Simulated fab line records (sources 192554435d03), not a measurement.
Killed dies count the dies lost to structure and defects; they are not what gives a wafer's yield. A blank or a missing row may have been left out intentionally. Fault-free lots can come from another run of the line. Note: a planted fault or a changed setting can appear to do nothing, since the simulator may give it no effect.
fab line records    flow n5-finfet
record lots=7  wafers=21
route steps=1938 shown BEOL_M3@981 BEOL_M5@1130 BEOL_M6@1200 BEOL_M7@1266 BEOL_M9@1431 BEOL_M10@1509
start-h: hours from the record's opening day to when the first of the lot's shown wafers began    wait-h: time in hours since the lot's previous step    " repeats the value in the row above    L1.1+2: a single row standing in for several wafers    - either no value or no given start    * or withheld: withheld    < > ~ a bound
route shown NAME@n: a module of which the file shows steps, and the number in the route of the first    usual: mean/standard deviation of fault-free wafers    same: alike in all rows    chamber/n: place in a boat    sites: per-site readings    _std_site: the standard deviation of these    _edge_site: mean of outer sites minus mean of inner sites    radius-mm: how far each site lies from the wafer's centre    mask NAME#n: copy n    behind: the last tool/chamber to shape the wafer    hold: why the lot went on hold/how many hours it stayed there/how the hold came to an end    device: the transistor (n, p or np) that didn't switch    end of line: at the end of the route, the tests of the same wafers    step lacking rows: just its recipe    killed: dies that structure and defects cost at the first sort, which is not the same as the wafer's yield    map: a wafer's dies, marking killed ones x, the rest . and places with no die _
set.NAME: the run value of the setting; set.NAME@STEP: its run value at that earlier step    model.NAME: the simulator's own value behind a step, which no gauge read
lots run with intentionally changed settings; tables by step, rows by wafer
## steps
# step N5_BEOL_M3_ETCH_41
# recipe chemistry=CH3F/O2  target=SiCN  target-depth-a=299  taper-deg=2  time-s=52.5  ion-energy-ev=120  mask-material=TiN  pressure-mtorr=30  source-w=395  bias-w=75  Ar_flow_sccm=150  CH3F_flow_sccm=30  O2_flow_sccm=20
lot.wafer  tool         chamber  start-h  wait-h  set.target-depth-a  model.etch.depth-nm
L076.2     rie-diel-02  1        -        -       299                 20.35
L076.4     "            1        "        "       299                 20.4
L076.6     "            0        "        "       299                 19.85
L078.1     rie-diel-04  3        -        -       312.3               20.84
L078.3     "            2        "        "       299                 19.52
L078.6     "            2        "        "       312.3               20.32
L079.2     rie-diel-02  1        -        -       264.8               17.85
L079.5     "            1        "        "       299                 20.02
L079.6     "            3        "        "       299                 19.62
L083.3     rie-diel-04  3        -        -       299                 19.92
L083.5     "            0        "        "       299                 19.98
L083.6     "            3        "        "       299                 19.96
L086.1     rie-diel-04  3        -        -       299                 19.53
L086.5     "            2        "        "       299                 20.06
L086.6     "            1        "        "       299                 19.75
L094.2     rie-diel-03  3        -        -       299                 19.73
L094.3     "            2        "        "       299                 19.68
L094.6     "            3        "        "       299                 19.91
L096.2     rie-diel-04  3        -        -       315.6               20.52
L096.5     "            3        "        "       315.6               20.67
L096.6     "            2        "        "       299                 19.84
# step N5_BEOL_M5_ETCH_72
# recipe chemistry=N2/H2  target=underlayer  target-depth-a=65  mask-material=CAR-EUV  time-s=5.2  ion-energy-ev=200  pressure-mtorr=30  source-w=840  bias-w=150  n2-flow-sccm=200  h2-flow-sccm=200  ends=cleared
# usual etch-rf-on-time-s=5.19/0.1  rf-vpp-V=522.5/2.7
lot.wafer  tool         chamber  start-h  wait-h  set.bias-w  etch-rf-on-time-s  rf-vpp-V
L076.2     rie-diel-04  1        181.78   0.0     150         5.26               525.8
L076.4     "            3        "        "       150         5.24               524.4
L076.6     "            2        "        "       150         5.36               524.2
L078.1     rie-diel-04  0        193.41   0.0     134.6       5.51               488.2
L078.3     "            1        "        "       150         5.16               527.0
L078.6     "            0        "        "       134.6       5.55               489.3
L079.2     rie-diel-04  1        196.65   0.0     150         5.24               526.7
L079.5     "            3        "        "       150         5.26               522.2
L079.6     "            0        "        "       150         5.23               522.6
L083.3     rie-diel-03  2        221.70   0.0     150         5.26               522.1
L083.5     "            1        "        "       150         5.00               525.0
L083.6     "            2        "        "       150         5.22               521.4
L086.1     rie-diel-02  0        242.31   0.0     150         5.28               521.4
L086.5     "            1        "        "       126.9       5.49               466.3
L086.6     "            0        "        "       126.9       5.77               471.1
L094.2     rie-diel-03  0        285.79   0.0     150         5.24               520.4
L094.3     "            1        "        "       168.8       4.70               567.2
L094.6     "            1        "        "       168.8       4.73               566.5
L096.2     rie-diel-03  3        311.97   0.0     134.7       5.48               487.7
L096.5     "            2        "        "       150         5.16               519.8
L096.6     "            3        "        "       150         5.16               521.8
# step N5_BEOL_M5_COAT_22
# recipe resist=CAR-EUV  spin-rpm=1500  resist-thk-nm=30
lot.wafer   tool            chamber  start-h  wait-h  set.spin-rpm  model.CAR-EUV_of_BEOL_M5_COAT_22.thk-nm
L076.2      litho-track-02  0        -        -       1500          30
L076.4+6    "               0        "        "       1500          29.8
L078.1      litho-track-02  0        -        -       1643          28.6
L078.3+6    "               0        "        "       1500          30
L079.2+6    litho-track-04  0        -        -       1621          28.8
L079.5      "               0        "        "       1500          30
L083.3+5+6  litho-track-04  0        -        -       1500          30
L086.1      litho-track-04  0        -        -       1500          29.8
L086.5+6    "               0        "        "       1394          31
L094.2      litho-track-03  0        -        -       1566          29.2
L094.3      "               0        "        "       1500          30
L094.6      "               0        "        "       1566          29.4
L096.2+6    litho-track-03  0        -        -       1500          30
L096.5      "               0        "        "       1422          30.8
# step N5_BEOL_M6_COAT_60
# recipe resist=SiARC  temp-c=220  time-s=60  spin-rpm=1500  resist-thk-nm=35
lot.wafer   tool            chamber  start-h  wait-h  set.spin-rpm  model.SiARC_of_BEOL_M6_COAT_60.thk-nm
L076.2      litho-track-01  0        -        -       1500          34.8
L076.4      "               0        "        "       1500          35
L076.6      "               0        "        "       1457          35.6
L078.1      litho-track-05  0        -        -       1500          34.8
L078.3      "               0        "        "       1500          35
L078.6      "               0        "        "       1348          37
L079.2      litho-track-03  0        -        -       1500          34.8
L079.5      "               0        "        "       1558          34.2
L079.6      "               0        "        "       1500          35
L083.3+5+6  litho-track-01  0        -        -       1500          34.8
L086.1+6    litho-track-01  0        -        -       1500          35
L086.5      "               0        "        "       1610          33.8
L094.2      litho-track-05  0        -        -       1636          33.4
L094.3      "               0        "        "       1636          33.2
L094.6      "               0        "        "       1500          35
L096.2+5+6  litho-track-01  0        -        -       1500          35.2
# step N5_BEOL_M6_COAT_05
# recipe resist=CAR-ArF  spin-rpm=1500  resist-thk-nm=90
# step N5_BEOL_M6_EBR_07
# recipe solvent=PGMEA  ebr-width-mm=1.5
# step N5_BEOL_M6_DESCUM_16
# recipe chemistry=O2  time-s=7.9  source-power-w=50  bias-power-w=20  pressure-mtorr=20  rf-frequency-hz=2.712e+07  temp-c=40  resist=CAR-ArF  o2-flow-sccm=225
# step N5_BEOL_M6_ETCH_61
# recipe chemistry=CF4  target=SiARC  target-depth-a=455  mask-material=CAR-ArF  time-s=75.8  ion-energy-ev=80  pressure-mtorr=40  source-w=545  bias-w=36  Ar_flow_sccm=100  cf4-flow-sccm=100  ends=cleared
# usual etch-rf-on-time-s=75.1/1.1
lot.wafer  tool         chamber  start-h  wait-h  set.spin-rpm@BEOL_M6_COAT_60  etch-rf-on-time-s  model.etch.depth-nm  model.CAR-ArF_of_BEOL_M6_COAT_05.thk-nm
L076.2     rie-diel-01  0        195.66   0.0     1500                          78.0               34.86                51.2
L076.4     "            1        "        "       1500                          77.0               34.93                51.4
L076.6     "            1        "        "       1457                          78.2               35.5                 50.8
L078.1     rie-diel-01  1        207.71   0.0     1500                          76.6               34.79                51.6
L078.3     "            0        "        "       1500                          76.2               34.96                51.4
L078.6     "            3        "        "       1348                          80.7               36.99                49.2
L079.2     rie-diel-06  0        209.79   0.0     1500                          74.2               34.83                50.8
L079.5     "            1        "        "       1558                          73.7               34.21                51.4
L079.6     "            2        "        "       1500                          76.3               34.92                50.6
L083.3     rie-diel-01  0        232.86   0.0     1500                          75.8               34.72                51.4
L083.5     "            2        "        "       1500                          74.0               34.77                51.2
L083.6     "            3        "        "       1500                          75.5               34.81                51.2
L086.1     rie-diel-01  3        255.18   0.0     1500                          76.2               34.96                51
L086.5     "            2        "        "       1610                          72.5               33.76                52
L086.6     "            3        "        "       1500                          75.9               34.98                51
L094.2     rie-diel-05  3        300.46   0.0     1636                          71.6               33.43                52.4
L094.3     "            1        "        "       1636                          70.3               33.27                52.2
L094.6     "            0        "        "       1500                          76.1               34.92                50.8
L096.2     rie-diel-01  2        324.09   0.0     1500                          74.7               35.23                50.6
L096.5     "            3        "        "       1500                          76.8               35.15                51
L096.6     "            2        "        "       1500                          74.8               35.24                50.4
# step N5_BEOL_M6_ETCH_62
# recipe chemistry=N2/H2  target=SOC  target-depth-a=1100  overetch-a=220  mask-material=SiARC  temp-c=40  time-s=165  ion-energy-ev=200  pressure-mtorr=30  source-w=840  bias-w=150  n2-flow-sccm=200  h2-flow-sccm=200
lot.wafer   tool         chamber  start-h  wait-h  set.time-s  set.spin-rpm@BEOL_M6_COAT_60  model.SiARC_of_BEOL_M6_COAT_60.thk-nm
L076.2      rie-diel-01  0        195.72   0.0     165         1500                          28.4
L076.4      "            1        "        "       140.6       1500                          29.4
L076.6      "            1        "        "       140.6       1457                          29.8
L078.1      rie-diel-01  1        207.76   0.0     180.2       1500                          27.4
L078.3      "            0        "        "       165         1500                          28.4
L078.6      "            3        "        "       180.2       1348                          29.6
L079.2      rie-diel-06  0        209.85   0.0     165         1500                          28
L079.5      "            1        "        "       165         1558                          27.6
L079.6      "            2        "        "       165         1500                          28.4
L083.3+5+6  rie-diel-01  0,2,3    232.92   0.0     165         1500                          28.2
L086.1+6    rie-diel-01  3        255.24   0.0     165         1500                          28.2
L086.5      "            2        "        "       165         1610                          27
L094.2      rie-diel-05  3        300.51   0.0     165         1636                          26.6
L094.3      "            1        "        "       165         1636                          26.4
L094.6      "            0        "        "       165         1500                          28.2
L096.2      rie-diel-01  2        324.15   0.0     199         1500                          27.2
L096.5+6    "            3,2      "        "       165         1500                          28.6
# step N5_BEOL_M6_STRIP_68
# recipe chemistry=N2/H2  temp-c=40  n2-flow-sccm=200  h2-flow-sccm=200  rf-frequency-hz=6e+07
# step N5_BEOL_M6_STRIP_67
# recipe chemistry=CF4  resist=SiARC  power-w=300  bias-power-w=75  pressure-mtorr=50  cf4-flow-sccm=150  rf-frequency-hz=6e+07
# step N5_BEOL_M6_HM_OPEN_17
# recipe chemistry=Cl2/BCl3  target-depth-a=200  overetch-a=60  target=TiN  mask-material=SOC  ion-energy-ev=150  pressure-mtorr=10  icp-w=1000  bias-w=126  Cl2_flow_sccm=53.25  bcl3-flow-sccm=21.75  Ar_flow_sccm=25
lot.wafer  tool          chamber  start-h  wait-h  set.time-s@BEOL_M6_ETCH_62  model.etch.depth-nm
L076.2     rie-metal-03  1        195.91   0.0     165                         19.59
L076.4     "             0        "        "       140.6                       19.52
L076.6     "             0        "        "       140.6                       19.62
L078.1     rie-metal-03  0        207.95   0.0     180.2                       18.48
L078.3     "             0        "        "       165                         20
L078.6     "             0        "        "       180.2                       18.69
L079.2     rie-metal-02  0        210.03   0.0     165                         19.89
L079.5     "             1        "        "       165                         19.84
L079.6     "             0        "        "       165                         19.74
L083.3     rie-metal-01  1        233.13   0.1     165                         19.94
L083.5     "             0        "        "       165                         20.16
L083.6     "             1        "        "       165                         20.18
L086.1     rie-metal-01  0        255.43   0.0     165                         20.1
L086.5     "             0        "        "       165                         20.13
L086.6     "             1        "        "       165                         19.95
L094.2     rie-metal-03  1        300.70   0.0     165                         20.07
L094.3     "             0        "        "       165                         19.86
L094.6     "             1        "        "       165                         19.87
L096.2     rie-metal-02  1        324.34   0.0     199                         16.72
L096.5     "             1        "        "       165                         20.09
L096.6     "             0        "        "       165                         19.67
# step N5_BEOL_M7_PECVD_70
# recipe material=SiO2  target-thk-a=200  temp-c=400  precursor=TEOS/O2  pressure-torr=5.5  rf-w=450  teos-flow-sccm=53.8  gas=O2  flow-sccm=3000  time-s=22.7
lot.wafer  tool      chamber  start-h  wait-h  set.temp-c  model.SiO2_of_BEOL_M7_PECVD_70.thk-nm
L076.2     pecvd-01  1        204.90   0.0     400         19.6
L076.4+6   "         0,1      "        "       400         20.2
L078.1     pecvd-01  0        216.76   0.0     390.6       20.6
L078.3     "         1        "        "       400         19.4
L078.6     "         2        "        "       400         19.6
L079.2     pecvd-01  0        218.68   0.0     408.6       18.4
L079.5     "         1        "        "       400         19.8
L079.6     "         0        "        "       400         20
L083.3     pecvd-03  0        238.62   0.0     400         19.8
L083.5     "         0        "        "       400         20
L083.6     "         2        "        "       400         20.2
L086.1     pecvd-02  1        264.44   0.0     415.4       17.8
L086.5     "         0        "        "       415.4       18
L086.6     "         2        "        "       400         20.2
L094.2     pecvd-02  2        306.17   0.0     384.5       22.2
L094.3     "         2        "        "       400         20.6
L094.6     "         1        "        "       384.5       22.6
L096.2+6   pecvd-01  1,2      330.13   0.0     400         20
L096.5     "         0        "        "       400         20.2
# step N5_BEOL_M7_COAT_05
# recipe resist=CAR-ArF  spin-rpm=1500  resist-thk-nm=90
lot.wafer  tool            chamber  start-h  wait-h  set.spin-rpm  model.CAR-ArF_of_BEOL_M7_COAT_05.thk-nm
L076.2     litho-track-01  0        -        -       1500          89.8
L076.4     "               0        "        "       1364          94.4
L076.6     "               0        "        "       1364          94
L078.1+3   litho-track-01  0        -        -       1500          89.8
L078.6     "               0        "        "       1594          87.2
L079.2     litho-track-02  0        -        -       1500          90
L079.5     "               0        "        "       1550          88.6
L079.6     "               0        "        "       1550          88.8
L083.3     litho-track-01  0        -        -       1500          90.6
L083.5     "               0        "        "       1500          90
L083.6     "               0        "        "       1500          90.4
L086.1     litho-track-04  0        -        -       1500          90.4
L086.5     "               0        "        "       1416          92.8
L086.6     "               0        "        "       1500          90.2
L094.2     litho-track-04  0        -        -       1380          93.4
L094.3     "               0        "        "       1500          89.8
L094.6     "               0        "        "       1500          90
L096.2     litho-track-04  0        -        -       1333          95.2
L096.5     "               0        "        "       1333          95.4
L096.6     "               0        "        "       1500          90
# step N5_BEOL_M7_EXPOSE_25
# recipe mask-id=V6  na=0.33  source-shape=annular  sigma-inner=0.4  sigma-outer=0.8  polarization=unpolarized  target-cd-nm=40  dose-mj=42.5
lot.wafer   tool            chamber  start-h  wait-h  mask  set.dose-mj
L076.2+6    euv-scanner-02  0        208.41   -       V6#0  45.36
L076.4      "               0        "        "       V6#0  42.5
L078.1+3    euv-scanner-01  0        218.45   -       V6#0  42.5
L078.6      "               0        "        "       V6#0  41.59
L079.2+5    euv-scanner-02  0        220.89   -       V6#0  39.41
L079.6      "               0        "        "       V6#0  42.5
L083.3+5+6  euv-scanner-02  0        241.27   -       V6#0  42.5
L086.1+5+6  euv-scanner-01  0        267.58   -       V6#0  42.5
L094.2+3+6  euv-scanner-02  0        307.81   -       V6#0  42.5
L096.2+5    euv-scanner-02  0        335.13   -       V6#0  40.09
L096.6      "               0        "        "       V6#0  42.5
# step N5_BEOL_M7_PEB_26
# recipe peb-temp-c=100  peb-time-s=60  resist=CAR-EUV
# step N5_BEOL_M7_DEVELOP_27
# recipe develop-time-s=30  developer=TMAH  resist=CAR-EUV  rinse-liquid=surfactant-rinse  dry=air-spin  dev-temp-c=23
# step N5_BEOL_M7_CD_MEAS_28
# recipe target-cd-nm=40  landing-energy-ev=500  detector=se-inlens
# usual cd-nm=39.97/0.24
lot.wafer  tool       chamber  start-h  wait-h  set.dose-mj@BEOL_M7_EXPOSE_25  cd-nm
L076.2     cd-sem-02  0        208.54   -       45.36                          41.36
L076.4     "          0        "        "       42.5                           40.16
L076.6     "          0        "        "       45.36                          41.76
L078.1     cd-sem-01  0        218.58   -       42.5                           40.31
L078.3     "          0        "        "       42.5                           39.83
L078.6     "          0        "        "       41.59                          39.27
L079.2     cd-sem-03  0        221.02   -       39.41                          38.17
L079.5     "          0        "        "       39.41                          37.97
L079.6     "          0        "        "       42.5                           39.86
L083.3     cd-sem-02  0        241.39   -       42.5                           40.47
L083.5     "          0        "        "       42.5                           39.88
L083.6     "          0        "        "       42.5                           39.86
L086.1     cd-sem-03  0        267.72   -       42.5                           39.78
L086.5     "          0        "        "       42.5                           39.50
L086.6     "          0        "        "       42.5                           39.82
L094.2     cd-sem-02  0        307.94   -       42.5                           40.37
L094.3     "          0        "        "       42.5                           39.95
L094.6     "          0        "        "       42.5                           40.22
L096.2     cd-sem-01  0        335.25   -       40.09                          38.79
L096.5     "          0        "        "       40.09                          38.35
L096.6     "          0        "        "       42.5                           39.80
# step N5_BEOL_M7_DESCUM_33
# recipe chemistry=O2  time-s=7  source-power-w=50  bias-power-w=20  pressure-mtorr=20  rf-frequency-hz=2.712e+07  temp-c=40  resist=CAR-EUV  o2-flow-sccm=225
lot.wafer  tool         chamber  start-h  wait-h  set.time-s  set.dose-mj@BEOL_M7_EXPOSE_25  model.BEOL_M7.cd-nm  model.CAR-EUV_of_BEOL_M7_COAT_22.thk-nm
L076.2     rie-diel-03  0        208.72   0.1     8.244       45.36                          41.4                 25.4
L076.4     "            1        "        "       8.244       42.5                           40.2                 25.4
L076.6     "            0        "        "       7           45.36                          41.4                 26
L078.1     rie-diel-04  2        218.71   0.0     6.191       42.5                           40                   26.4
L078.3     "            0        "        "       7           42.5                           40                   26
L078.6     "            1        "        "       6.191       41.59                          39.4                 26.4
L079.2     rie-diel-02  1        221.14   0.0     6.331       39.41                          38                   26.2
L079.5     "            3        "        "       7           39.41                          38.4                 26
L079.6     "            2        "        "       6.331       42.5                           39.8                 26.2
L083.3+6   rie-diel-02  0,2      241.51   0.0     7           42.5                           39.8                 26.2
L083.5     "            3        "        "       7           42.5                           40                   26.2
L086.1     rie-diel-03  3        267.84   0.0     7           42.5                           39.8                 26
L086.5     "            0        "        "       7           42.5                           39.6                 26
L086.6     "            1        "        "       7           42.5                           40                   26
L094.2+6   rie-diel-03  0,1      308.08   0.1     8.201       42.5                           40.2                 25.4
L094.3     "            3        "        "       7           42.5                           40                   26
L096.2     rie-diel-04  0        335.37   0.0     6.519       40.09                          38.8                 26.4
L096.5     "            0        "        "       7           40.09                          38.8                 26.2
L096.6     "            3        "        "       6.519       42.5                           40                   26.4
# step N5_BEOL_M7_ETCH_72
# recipe chemistry=N2/H2  target=underlayer  target-depth-a=65  mask-material=CAR-EUV  time-s=5.2  ion-energy-ev=200  pressure-mtorr=30  source-w=840  bias-w=150  n2-flow-sccm=200  h2-flow-sccm=200  ends=cleared
lot.wafer  tool         chamber  start-h  wait-h  set.dose-mj@BEOL_M7_EXPOSE_25  set.time-s@BEOL_M7_DESCUM_33  model.BEOL_M7.cd-nm  model.CAR-EUV_of_BEOL_M7_COAT_22.thk-nm
L076.2     rie-diel-03  0        208.76   0.0     45.36                          8.244                         41.4                 19.6
L076.4     "            1        "        "       42.5                           8.244                         40.2                 19.6
L076.6     "            0        "        "       45.36                          7                             41.4                 20.2
L078.1     rie-diel-04  2        218.74   0.0     42.5                           6.191                         40                   20.6
L078.3     "            0        "        "       42.5                           7                             40                   20.2
L078.6     "            1        "        "       41.59                          6.191                         39.6                 20.8
L079.2     rie-diel-02  1        221.17   0.0     39.41                          6.331                         38                   20.6
L079.5     "            3        "        "       39.41                          7                             38.4                 20.2
L079.6     "            2        "        "       42.5                           6.331                         39.8                 20.6
L083.3+6   rie-diel-02  0,2      241.54   0.0     42.5                           7                             39.8                 20.4
L083.5     "            3        "        "       42.5                           7                             40                   20.4
L086.1     rie-diel-03  3        267.87   0.0     42.5                           7                             39.6                 20.2
L086.5     "            0        "        "       42.5                           7                             39.6                 20.4
L086.6     "            1        "        "       42.5                           7                             39.8                 20.2
L094.2     rie-diel-03  0        308.12   0.0     42.5                           8.201                         40.2                 19.8
L094.3     "            3        "        "       42.5                           7                             40                   20.4
L094.6     "            1        "        "       42.5                           8.201                         40                   19.6
L096.2     rie-diel-04  0        335.41   0.0     40.09                          6.519                         38.8                 20.6
L096.5     "            0        "        "       40.09                          7                             38.8                 20.4
L096.6     "            3        "        "       42.5                           6.519                         40                   20.6
# step N5_BEOL_M9_EXPOSE_25
# recipe mask-id=V8  na=0.33  source-shape=annular  sigma-inner=0.4  sigma-outer=0.8  polarization=unpolarized  dose-mj=37.25
lot.wafer   tool            chamber  start-h  wait-h  mask  set.dose-mj
L076.2      euv-scanner-02  0        229.28   -       V8#0  39.96
L076.4+6    "               0        "        "       V8#0  37.25
L078.1      euv-scanner-01  0        238.45   -       V8#0  34.64
L078.3+6    "               0        "        "       V8#0  37.25
L079.2      euv-scanner-01  0        240.06   -       V8#0  37.25
L079.5+6    "               0        "        "       V8#0  35.24
L083.3+5+6  euv-scanner-01  0        255.68   -       V8#0  37.25
L086.1+6    euv-scanner-01  0        281.73   -       V8#0  39.34
L086.5      "               0        "        "       V8#0  37.25
L094.2+3+6  euv-scanner-01  0        325.78   -       V8#0  35.85
L096.2+5+6  euv-scanner-01  0        351.16   -       V8#0  37.25
# step N5_BEOL_M9_PEB_26
# recipe peb-temp-c=100  peb-time-s=60  resist=CAR-EUV
# step N5_BEOL_M9_DEVELOP_27
# recipe develop-time-s=30  developer=TMAH  resist=CAR-EUV  rinse-liquid=surfactant-rinse  dry=air-spin  dev-temp-c=23
# step N5_BEOL_M9_CD_MEAS_28
# recipe target-cd-nm=70  landing-energy-ev=500  detector=se-inlens  polarity=opening
# usual cd-nm=70.00/0.25
lot.wafer  tool       chamber  start-h  wait-h  set.dose-mj@BEOL_M9_EXPOSE_25  cd-nm
L076.2     cd-sem-02  0        229.40   -       39.96                          71.77
L076.4     "          0        "        "       37.25                          69.99
L076.6     "          0        "        "       37.25                          69.70
L078.1     cd-sem-02  0        238.58   -       34.64                          68.42
L078.3     "          0        "        "       37.25                          70.09
L078.6     "          0        "        "       37.25                          70.43
L079.2     cd-sem-02  0        240.18   -       37.25                          69.96
L079.5     "          0        "        "       35.24                          68.68
L079.6     "          0        "        "       35.24                          68.68
L083.3     cd-sem-02  0        255.80   -       37.25                          69.51
L083.5     "          0        "        "       37.25                          69.94
L083.6     "          0        "        "       37.25                          69.97
L086.1     cd-sem-02  0        281.86   -       39.34                          71.16
L086.5     "          0        "        "       37.25                          69.92
L086.6     "          0        "        "       39.34                          71.35
L094.2     cd-sem-01  0        325.90   -       35.85                          68.68
L094.3     "          0        "        "       35.85                          68.69
L094.6     "          0        "        "       35.85                          69.11
L096.2     cd-sem-01  0        351.28   -       37.25                          70.01
L096.5     "          0        "        "       37.25                          70.30
L096.6     "          0        "        "       37.25                          69.97
# step N5_BEOL_M10_VIA_ETCH_34
# recipe chemistry=C4F6/O2  target=SiCOH_lowk  target-depth-a=1845  mask-material=SOC  taper-deg=4  time-s=69.2  ion-energy-ev=250  pressure-mtorr=30  source-w=345  bias-w=185  Ar_flow_sccm=300  C4F6_flow_sccm=10  O2_flow_sccm=10
# usual rf-vpp-V=663/5.2
lot.wafer  tool         chamber  start-h  wait-h  set.source-w  rf-vpp-V  model.etch.depth-nm
L076.2     rie-diel-01  2        238.90   0.0     345           659       183.4
L076.4     "            1        "        "       345           664       181.4
L076.6     "            2        "        "       345           658       182.8
L078.1     rie-diel-05  2        246.61   0.0     345           657       188.8
L078.3     "            3        "        "       345           674       187.1
L078.6     "            3        "        "       345           674       187
L079.2     rie-diel-01  2        247.02   0.0     345           658       181.7
L079.5     "            2        "        "       345           659       182.5
L079.6     "            3        "        "       345           667       182.2
L083.3     rie-diel-06  1        263.80   0.0     345           656       183.6
L083.5     "            1        "        "       345           659       181
L083.6     "            3        "        "       345           669       184.6
L086.1     rie-diel-05  1        292.03   0.0     345           662       187.1
L086.5     "            2        "        "       397.1         611       197.4
L086.6     "            1        "        "       397.1         616       196.9
L094.2     rie-diel-05  3        334.79   0.0     345           676       187.9
L094.3     "            2        "        "       345           657       188.3
L094.6     "            0        "        "       387.2         626       193.9
L096.2     rie-diel-06  1        357.38   0.0     345           658       185.4
L096.5     "            1        "        "       345           657       185.2
L096.6     "            0        "        "       345           666       187.6
## key
split step=N5_BEOL_M3_ETCH_41  setting=target-depth-a  stated=299  by=wafer
response step=N5_BEOL_M3_ETCH_41  reading=model.etch.depth-nm  change=+0.173  per=1%  r=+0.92
split step=N5_BEOL_M5_ETCH_72  setting=bias-w  stated=150  by=wafer
response step=N5_BEOL_M5_ETCH_72  reading=etch-rf-on-time-s  change=*  per=1%  r=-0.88
response step=N5_BEOL_M5_ETCH_72  reading=rf-vpp-V  change=+3.52  per=1%  r=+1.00
split step=N5_BEOL_M5_COAT_22  setting=spin-rpm  stated=1500  by=wafer
response step=N5_BEOL_M5_COAT_22  reading=model.CAR-EUV_of_BEOL_M5_COAT_22.thk-nm  change=-0.154  per=1%  r=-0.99
split step=N5_BEOL_M6_COAT_60  setting=spin-rpm  stated=1500  by=wafer
response step=N5_BEOL_M6_COAT_60  reading=model.SiARC_of_BEOL_M6_COAT_60.thk-nm  change=-0.192  per=1%  r=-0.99
response step=N5_BEOL_M6_ETCH_61  reading=etch-rf-on-time-s  change=*  per=1%  r=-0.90
response step=N5_BEOL_M6_ETCH_61  reading=model.etch.depth-nm  change=-0.186  per=1%  r=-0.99
response step=N5_BEOL_M6_ETCH_61  reading=model.CAR-ArF_of_BEOL_M6_COAT_05.thk-nm  change=+0.185  per=1%  r=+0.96
response step=N5_BEOL_M6_ETCH_62  reading=model.SiARC_of_BEOL_M6_COAT_60.thk-nm  slope=-0.184  per=1%  together-with=time-s@BEOL_M6_ETCH_62  explained=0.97
split step=N5_BEOL_M6_ETCH_62  setting=time-s  stated=165  by=wafer
response step=N5_BEOL_M6_HM_OPEN_17  reading=model.etch.depth-nm  shape=bent  at-lowest=19.57  at-stated=19.94  at-highest=16.72
response step=N5_BEOL_M6_ETCH_62  reading=model.SiARC_of_BEOL_M6_COAT_60.thk-nm  slope=-0.0692  per=1%  together-with=spin-rpm@BEOL_M6_COAT_60  explained=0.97
split step=N5_BEOL_M7_PECVD_70  setting=temp-c  stated=400  by=wafer
response step=N5_BEOL_M7_PECVD_70  reading=model.SiO2_of_BEOL_M7_PECVD_70.thk-nm  change=-0.541  per=1%  r=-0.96
split step=N5_BEOL_M7_COAT_05  setting=spin-rpm  stated=1500  by=wafer
response step=N5_BEOL_M7_COAT_05  reading=model.CAR-ArF_of_BEOL_M7_COAT_05.thk-nm  change=-0.459  per=1%  r=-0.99
split step=N5_BEOL_M7_EXPOSE_25  setting=dose-mj  stated=42.5  by=wafer
response step=N5_BEOL_M7_CD_MEAS_28  reading=cd-nm  change=+0.231  per=1%  r=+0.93
response step=N5_BEOL_M7_DESCUM_33  reading=model.BEOL_M7.cd-nm  change=+0.206  per=1%  r=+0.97
response step=N5_BEOL_M7_ETCH_72  reading=model.BEOL_M7.cd-nm  change=+0.203  per=1%  r=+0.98
split step=N5_BEOL_M7_DESCUM_33  setting=time-s  stated=7  by=wafer
response step=N5_BEOL_M7_DESCUM_33  reading=model.CAR-EUV_of_BEOL_M7_COAT_22.thk-nm  change=-0.0327  per=1%  r=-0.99
response step=N5_BEOL_M7_ETCH_72  reading=model.CAR-EUV_of_BEOL_M7_COAT_22.thk-nm  change=-0.0381  per=1%  r=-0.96
split step=N5_BEOL_M9_EXPOSE_25  setting=dose-mj  stated=37.25  by=wafer
response step=N5_BEOL_M9_CD_MEAS_28  reading=cd-nm  change=+0.253  per=1%  r=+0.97
split step=N5_BEOL_M10_VIA_ETCH_34  setting=source-w  stated=345  by=wafer
response step=N5_BEOL_M10_VIA_ETCH_34  reading=rf-vpp-V  change=-3.24  per=1%  r=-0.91
response step=N5_BEOL_M10_VIA_ETCH_34  reading=model.etch.depth-nm  change=+0.588  per=1%  r=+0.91
